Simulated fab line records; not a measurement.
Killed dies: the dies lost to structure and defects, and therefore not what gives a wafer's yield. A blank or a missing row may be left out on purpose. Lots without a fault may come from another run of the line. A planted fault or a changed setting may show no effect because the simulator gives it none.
Which tool did it? :: flow n5 finfet :: 30 wafers from 12 lots sampled at 4 of the route's 1938 steps

== WHAT THE GAUGES SHOWED, per wafer ==
The record holds no reading of a measuring or inspecting step that can be judged against a usual standard deviation.

== EACH LOT AND THE TOOL THAT RAN IT (in order: tool; ch and the chambers of the sampled wafers; start) ==
lot: L620
N5_BEOL_M15_ETCH_38: rie diel-04 ch 2,3, day 11 16:25 or earlier
N5_BEOL_M15_PRE_CLEAN_42: pvd sputter-03, day 11 16:25
N5_BEOL_M15_SPUTTER_43: pvd sputter-03, day 11 16:27
N5_BEOL_M15_SPUTTER_44: pvd sputter-03, day 11 16:32

lot: L619
N5_BEOL_M15_ETCH_38: rie diel-01 ch 1,3, day 12 04:19 or earlier
N5_BEOL_M15_PRE_CLEAN_42: pvd sputter-03, day 12 04:19
N5_BEOL_M15_SPUTTER_43: pvd sputter-03, day 12 04:22
N5_BEOL_M15_SPUTTER_44: pvd sputter-03, day 12 04:26

lot: L621
N5_BEOL_M15_ETCH_38: rie diel-04 ch 0,1, day 12 03:43 or earlier
N5_BEOL_M15_PRE_CLEAN_42: pvd sputter-03, day 12 03:43
N5_BEOL_M15_SPUTTER_43: pvd sputter-03, day 12 03:46
N5_BEOL_M15_SPUTTER_44: pvd sputter-03, day 12 03:50

lot: L629
N5_BEOL_M15_ETCH_38: rie diel-05 ch 0,1,2, day 14 13:31 or earlier
N5_BEOL_M15_PRE_CLEAN_42: pvd sputter-03, day 14 13:31
N5_BEOL_M15_SPUTTER_43: pvd sputter-03, day 14 13:34
N5_BEOL_M15_SPUTTER_44: pvd sputter-03, day 14 13:38

lot: L631
N5_BEOL_M15_ETCH_38: rie diel-01 ch 0,2, day 14 16:56 or earlier
N5_BEOL_M15_PRE_CLEAN_42: pvd sputter-02, day 14 16:56
N5_BEOL_M15_SPUTTER_43: pvd sputter-02, day 14 16:58
N5_BEOL_M15_SPUTTER_44: pvd sputter-02, day 14 17:03

lot: L636
N5_BEOL_M15_ETCH_38: rie diel-04 ch 0,2,3, day 15 22:09 or earlier
N5_BEOL_M15_PRE_CLEAN_42: pvd sputter-01, day 15 22:09
N5_BEOL_M15_SPUTTER_43: pvd sputter-01, day 15 22:11
N5_BEOL_M15_SPUTTER_44: pvd sputter-01, day 15 22:16

lot: L635
N5_BEOL_M15_ETCH_38: rie diel-05 ch 1,2,3, day 16 04:01 or earlier
N5_BEOL_M15_PRE_CLEAN_42: pvd sputter-02, day 16 04:01
N5_BEOL_M15_SPUTTER_43: pvd sputter-02, day 16 04:03
N5_BEOL_M15_SPUTTER_44: pvd sputter-02, day 16 04:08

lot: L637
N5_BEOL_M15_ETCH_38: rie diel-01 ch 2,3, day 16 14:18 or earlier
N5_BEOL_M15_PRE_CLEAN_42: pvd sputter-01, day 16 14:18
N5_BEOL_M15_SPUTTER_43: pvd sputter-01, day 16 14:20
N5_BEOL_M15_SPUTTER_44: pvd sputter-01, day 16 14:25

lot: L640
N5_BEOL_M15_ETCH_38: rie diel-04 ch 0,1, day 17 05:53 or earlier
N5_BEOL_M15_PRE_CLEAN_42: pvd sputter-01, day 17 05:53
N5_BEOL_M15_SPUTTER_43: pvd sputter-01, day 17 05:55
N5_BEOL_M15_SPUTTER_44: pvd sputter-01, day 17 06:00

lot: L639
N5_BEOL_M15_ETCH_38: rie diel-01 ch 1,3, day 17 06:31 or earlier
N5_BEOL_M15_PRE_CLEAN_42: pvd sputter-01, day 17 06:31
N5_BEOL_M15_SPUTTER_43: pvd sputter-01, day 17 06:34
N5_BEOL_M15_SPUTTER_44: pvd sputter-01, day 17 06:38

lot: L642
N5_BEOL_M15_ETCH_38: rie diel-01 ch 1,2,3, day 17 14:17 or earlier
N5_BEOL_M15_PRE_CLEAN_42: pvd sputter-02, day 17 14:17
N5_BEOL_M15_SPUTTER_43: pvd sputter-02, day 17 14:19
N5_BEOL_M15_SPUTTER_44: pvd sputter-02, day 17 14:24

lot: L641
N5_BEOL_M15_ETCH_38: rie diel-05 ch 0, day 17 14:36 or earlier
N5_BEOL_M15_PRE_CLEAN_42: pvd sputter-02, day 17 14:36
N5_BEOL_M15_SPUTTER_43: pvd sputter-02, day 17 14:38
N5_BEOL_M15_SPUTTER_44: pvd sputter-02, day 17 14:43
- N5_BEOL_M15_ETCH_38: etches SiCN in CF4/N2, target depth 106.4 nm, time 120.5 s.
- N5_BEOL_M15_PRE_CLEAN_42: time 30 s.
- N5_BEOL_M15_SPUTTER_43: material TaN, target thk 15 nm, time 24.19 s.
- N5_BEOL_M15_SPUTTER_44: material Ta, target thk 15 nm, time 24.19 s.

== AS READ BY THE TOOLS THEMSELVES (means over the sampled wafers that have a number; for cases with no such wafer, the mark the record gives instead) ==
N5_BEOL_M15_ETCH_38. Usual: drypump motor current A is 5.8 A with standard deviation 0.52, mfc ar sccm is 99.97 sccm with standard deviation 0.27, n2 flow sccm is 60.02 sccm with standard deviation 0.17, oes product au is 0.78 a.u. with standard deviation 0.069, rf vpp V is 382.4 V with standard deviation 1.7, showerhead plenum p Torr is 2.21 Torr with standard deviation 0.066, and throttle valve pct is 15.45 % with standard deviation 0.27.
lot: L620
tool: rie diel-04
drypump motor current A (A): 5.8
mfc ar sccm (sccm): 99.86
n2 flow sccm (sccm): 59.96
oes product au (a.u.): 0.88
rf vpp V (V): 381.9
showerhead plenum p Torr (Torr): 2.22
throttle valve pct (%): 15.25
flag: 

lot: L619
tool: rie diel-01
drypump motor current A (A): 5.3
mfc ar sccm (sccm): 100.22
n2 flow sccm (sccm): 59.95
oes product au (a.u.): 0.84
rf vpp V (V): 382.4
showerhead plenum p Torr (Torr): 2.22
throttle valve pct (%): 15.28
flag: 

lot: L621
tool: rie diel-04
drypump motor current A (A): 6.0
mfc ar sccm (sccm): 100.00
n2 flow sccm (sccm): 60.00
oes product au (a.u.): 0.86
rf vpp V (V): 382.9
showerhead plenum p Torr (Torr): 2.23
throttle valve pct (%): 15.34
flag: 

lot: L629
tool: rie diel-05
drypump motor current A (A): 5.6
mfc ar sccm (sccm): 99.93
n2 flow sccm (sccm): 60.05
oes product au (a.u.): 0.72
rf vpp V (V): 381.3
showerhead plenum p Torr (Torr): 2.20
throttle valve pct (%): 15.47
flag: 

lot: L631
tool: rie diel-01
drypump motor current A (A): 6.2
mfc ar sccm (sccm): 99.88
n2 flow sccm (sccm): 59.97
oes product au (a.u.): 0.82
rf vpp V (V): 383.3
showerhead plenum p Torr (Torr): 2.26
throttle valve pct (%): 15.39
flag: 

lot: L636
tool: rie diel-04
drypump motor current A (A): 6.1
mfc ar sccm (sccm): 99.98
n2 flow sccm (sccm): 59.99
oes product au (a.u.): 0.83
rf vpp V (V): 382.0
showerhead plenum p Torr (Torr): 2.21
throttle valve pct (%): 15.41
flag: 

lot: L635
tool: rie diel-05
drypump motor current A (A): 5.8
mfc ar sccm (sccm): 99.95
n2 flow sccm (sccm): 60.02
oes product au (a.u.): 0.72
rf vpp V (V): 381.2
showerhead plenum p Torr (Torr): 2.16
throttle valve pct (%): 15.69
flag: 

lot: L637
tool: rie diel-01
drypump motor current A (A): 5.2
mfc ar sccm (sccm): 99.61
n2 flow sccm (sccm): 59.91
oes product au (a.u.): 0.81
rf vpp V (V): 381.7
showerhead plenum p Torr (Torr): 2.17
throttle valve pct (%): 15.50
flag: 

lot: L640
tool: rie diel-04
drypump motor current A (A): 6.0
mfc ar sccm (sccm): 99.81
n2 flow sccm (sccm): 60.06
oes product au (a.u.): 0.79
rf vpp V (V): 383.1
showerhead plenum p Torr (Torr): 2.23
throttle valve pct (%): 15.41
flag: 

lot: L639
tool: rie diel-01
drypump motor current A (A): 5.3
mfc ar sccm (sccm): 100.13
n2 flow sccm (sccm): 59.70
oes product au (a.u.): 0.81
rf vpp V (V): 382.9
showerhead plenum p Torr (Torr): 2.21
throttle valve pct (%): 15.36
flag: 

lot: L642
tool: rie diel-01
drypump motor current A (A): 5.4
mfc ar sccm (sccm): 100.18
n2 flow sccm (sccm): 59.89
oes product au (a.u.): 0.81
rf vpp V (V): 381.8
showerhead plenum p Torr (Torr): 2.19
throttle valve pct (%): 15.37
flag: 

lot: L641
tool: rie diel-05
drypump motor current A (A): 5.7
mfc ar sccm (sccm): 99.73
n2 flow sccm (sccm): 60.09
oes product au (a.u.): 0.73
rf vpp V (V): 384.0
showerhead plenum p Torr (Torr): 2.30
throttle valve pct (%): 15.32
flag: 

N5_BEOL_M15_PRE_CLEAN_42. Usual: heater power w 464 W, standard deviation 50.
lot: L620
tool: pvd sputter-03
heater power w (W): 484
flag: 

lot: L619
tool: pvd sputter-03
heater power w (W): 506
flag: 

lot: L621
tool: pvd sputter-03
heater power w (W): 468
flag: 

lot: L629
tool: pvd sputter-03
heater power w (W): 479
flag: 

lot: L631
tool: pvd sputter-02
heater power w (W): 429
flag: 

lot: L636
tool: pvd sputter-01
heater power w (W): 459
flag: 

lot: L635
tool: pvd sputter-02
heater power w (W): 390
flag: 

lot: L637
tool: pvd sputter-01
heater power w (W): 412
flag: 

lot: L640
tool: pvd sputter-01
heater power w (W): 516
flag: 

lot: L639
tool: pvd sputter-01
heater power w (W): 440
flag: 

lot: L642
tool: pvd sputter-02
heater power w (W): 438
flag: 

lot: L641
tool: pvd sputter-02
heater power w (W): 394
flag: 

N5_BEOL_M15_SPUTTER_43. Usual: bias v 168.5 V, standard deviation 2; cathode dc power W 15000 W, standard deviation 2.9; throttle valve pct 30.3 %, standard deviation 0.92.
lot: L620
tool: pvd sputter-03
bias v (V): 169.1
cathode dc power W (W): 14998
throttle valve pct (%): 30.5
flag: 

lot: L619
tool: pvd sputter-03
bias v (V): 168.2
cathode dc power W (W): 14997
throttle valve pct (%): 31.0
flag: 

lot: L621
tool: pvd sputter-03
bias v (V): 168.4
cathode dc power W (W): 15000
throttle valve pct (%): 30.4
flag: 

lot: L629
tool: pvd sputter-03
bias v (V): 170.0
cathode dc power W (W): 15000
throttle valve pct (%): 30.7
flag: 

lot: L631
tool: pvd sputter-02
bias v (V): 168.8
cathode dc power W (W): 14997
throttle valve pct (%): 29.7
flag: 

lot: L636
tool: pvd sputter-01
bias v (V): 170.4
cathode dc power W (W): 15001
throttle valve pct (%): 30.3
flag: 

lot: L635
tool: pvd sputter-02
bias v (V): 167.9
cathode dc power W (W): 14997
throttle valve pct (%): 29.4
flag: 

lot: L637
tool: pvd sputter-01
bias v (V): 170.4
cathode dc power W (W): 15001
throttle valve pct (%): 30.6
flag: 

lot: L640
tool: pvd sputter-01
bias v (V): 167.1
cathode dc power W (W): 14998
throttle valve pct (%): 30.5
flag: 

lot: L639
tool: pvd sputter-01
bias v (V): 169.9
cathode dc power W (W): 14998
throttle valve pct (%): 31.6
flag: 

lot: L642
tool: pvd sputter-02
bias v (V): 169.0
cathode dc power W (W): 14998
throttle valve pct (%): 29.5
flag: 

lot: L641
tool: pvd sputter-02
bias v (V): 164.0
cathode dc power W (W): 15000
throttle valve pct (%): 29.4
flag: 

N5_BEOL_M15_SPUTTER_44. Usual: bias v 79.9 V, standard deviation 0.83; cathode dc power W 15000 W, standard deviation 2.6; throttle valve pct 30.3 %, standard deviation 0.91.
lot: L620
tool: pvd sputter-03
bias v (V): 81.1
cathode dc power W (W): 15002
throttle valve pct (%): 30.4
flag: 

lot: L619
tool: pvd sputter-03
bias v (V): 79.3
cathode dc power W (W): 14997
throttle valve pct (%): 30.9
flag: 

lot: L621
tool: pvd sputter-03
bias v (V): 79.8
cathode dc power W (W): 14998
throttle valve pct (%): 30.2
flag: 

lot: L629
tool: pvd sputter-03
bias v (V): 80.1
cathode dc power W (W): 14709
throttle valve pct (%): 30.5
flag: OFF

lot: L631
tool: pvd sputter-02
bias v (V): 80.8
cathode dc power W (W): 15002
throttle valve pct (%): 29.6
flag: 

lot: L636
tool: pvd sputter-01
bias v (V): 79.4
cathode dc power W (W): 15000
throttle valve pct (%): 30.4
flag: 

lot: L635
tool: pvd sputter-02
bias v (V): 79.8
cathode dc power W (W): 15000
throttle valve pct (%): 29.4
flag: 

lot: L637
tool: pvd sputter-01
bias v (V): 79.2
cathode dc power W (W): 15000
throttle valve pct (%): 30.9
flag: 

lot: L640
tool: pvd sputter-01
bias v (V): 80.2
cathode dc power W (W): 15000
throttle valve pct (%): 30.6
flag: 

lot: L639
tool: pvd sputter-01
bias v (V): 80.3
cathode dc power W (W): 14998
throttle valve pct (%): 31.6
flag: 

lot: L642
tool: pvd sputter-02
bias v (V): 79.0
cathode dc power W (W): 15001
throttle valve pct (%): 29.5
flag: 

lot: L641
tool: pvd sputter-02
bias v (V): 79.8
cathode dc power W (W): 14998
throttle valve pct (%): 29.3
flag: 

== THE ANSWER, worked out from the rows above alone ==
Rule: a lot counts as off when the mean over its wafers that have a number is more than 3 standard deviations away from the usual mean. A lot without any number at a reading at which 4 lots or more have one is off too. All remaining lots with rows at the step are treated as sound. First the gauges in route order, then the tools' own readings, where a lot's mean is used as printed above. The first step at which some lot is off is used, and at that step the reading that is off furthest; a lot without a number counts as furthest.
Off: L629, at N5_BEOL_M15_SPUTTER_44 (cathode dc power W).
A tool fits if, at that step or a process step before it, it ran every lot that is off, and no sound lot after the first of them. Because N5_BEOL_M15_ETCH_38 lacks a start for some lots, the hours and order of its lots are taken from N5_BEOL_M15_PRE_CLEAN_42. One fits: pvd sputter-03 at N5_BEOL_M15_PRE_CLEAN_42 and N5_BEOL_M15_SPUTTER_43 and N5_BEOL_M15_SPUTTER_44. At N5_BEOL_M15_PRE_CLEAN_42 its last sound lot is L619 (day 12 04:19), its first lot that is off L629 (day 14 13:31): a fault that began between those two fits.

== WHAT THE SIMULATOR PUT IN ==
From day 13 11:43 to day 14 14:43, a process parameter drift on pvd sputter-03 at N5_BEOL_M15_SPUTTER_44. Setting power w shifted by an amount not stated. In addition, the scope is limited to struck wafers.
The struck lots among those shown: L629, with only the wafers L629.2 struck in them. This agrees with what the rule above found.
